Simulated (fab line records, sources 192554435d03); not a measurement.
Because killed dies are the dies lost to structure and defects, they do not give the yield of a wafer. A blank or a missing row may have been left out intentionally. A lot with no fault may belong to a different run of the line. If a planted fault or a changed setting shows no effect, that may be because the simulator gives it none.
Chamber matching	flow n5Finfet	N5_BEOL_M3_ETCH_63 on rieDiel-03 has 4 sister chambers
The step etches SiARC in CF4, target depth 15.6 nm, time 26 s. 14 wafers are shown with their chamber, then 7 later ones without.

WAFERS, EACH WITH ITS CHAMBER
wafer	chamber	showerheadPlenumPTorr (Torr)	etchRfOnTimeS (s)	rfVppV (V)
L079.2	1	2.20	25.9	183.9
L079.3	2	2.13	26.9	182.4
L079.4	0	2.06	25.7	184.3
L080.1	1	2.20	25.5	185.4
L080.3	0	2.05	25.5	183.8
L080.4	3	2.20	27.0	185.4
L082.1	0	2.05	26.0	183.5
L082.3	2	2.13	26.7	183.5
L082.5	0	2.05	26.2	182.5
L088.1	2	2.12	25.7	181.8
L088.2	3	2.19	26.9	185.4
L088.4	0	2.04	26.2	182.9
L095.3	0	2.04	25.5	182.9
L095.5	2	2.12	25.6	184.6

SIGNATURES (means of the wafers above)
reading	chamber 0	chamber 1	chamber 2	chamber 3	scatter within a chamber
showerheadPlenumPTorr	2.0483	2.2000	2.1250	2.1950	0.00658
etchRfOnTimeS	25.850	25.700	26.225	26.950	0.444
rfVppV	183.317	184.650	183.075	185.400	0.892
Rule: for each reading, subtract the chamber's mean from the wafer's reading, divide by that reading's scatter and square the result; add these up over the readings and take the root, which gives the wafer's distance from the chamber. If the next closest chamber is less than 2 further off than the closest, the wafer can't be placed; otherwise it belongs to the closest. How the scatter is found: for the shown wafers, subtract from each reading the mean of its chamber, square and add these, divide the total by (wafers less chambers), then take the root.

WAFERS WITHOUT THEIR CHAMBER
wafer	showerheadPlenumPTorr (Torr)	etchRfOnTimeS (s)	rfVppV (V)
L095.6	2.18	26.2	185.7
L091.3	2.18	26.6	184.8
L091.5	2.04	25.5	183.2
L091.6	2.19	26.2	183.2
L090.2	2.18	26.5	185.6
L090.4	2.12	25.5	182.1
L090.5	2.18	26.0	184.4

CHAMBER TAKEN BY EACH
wafer	from the rows above	in truth
L095.6	can't be placed: 3 or 1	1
L091.3	can't be placed: 3 or 1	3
L091.5	0	0
L091.6	can't be placed: 1 or 3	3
L090.2	can't be placed: 3 or 1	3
L090.4	2	2
L090.5	can't be placed: 1 or 3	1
Correctly placed: 2 of 7. These rows do not allow placing 5 (true chamber among the candidates in 5). Placed wrongly: 0.
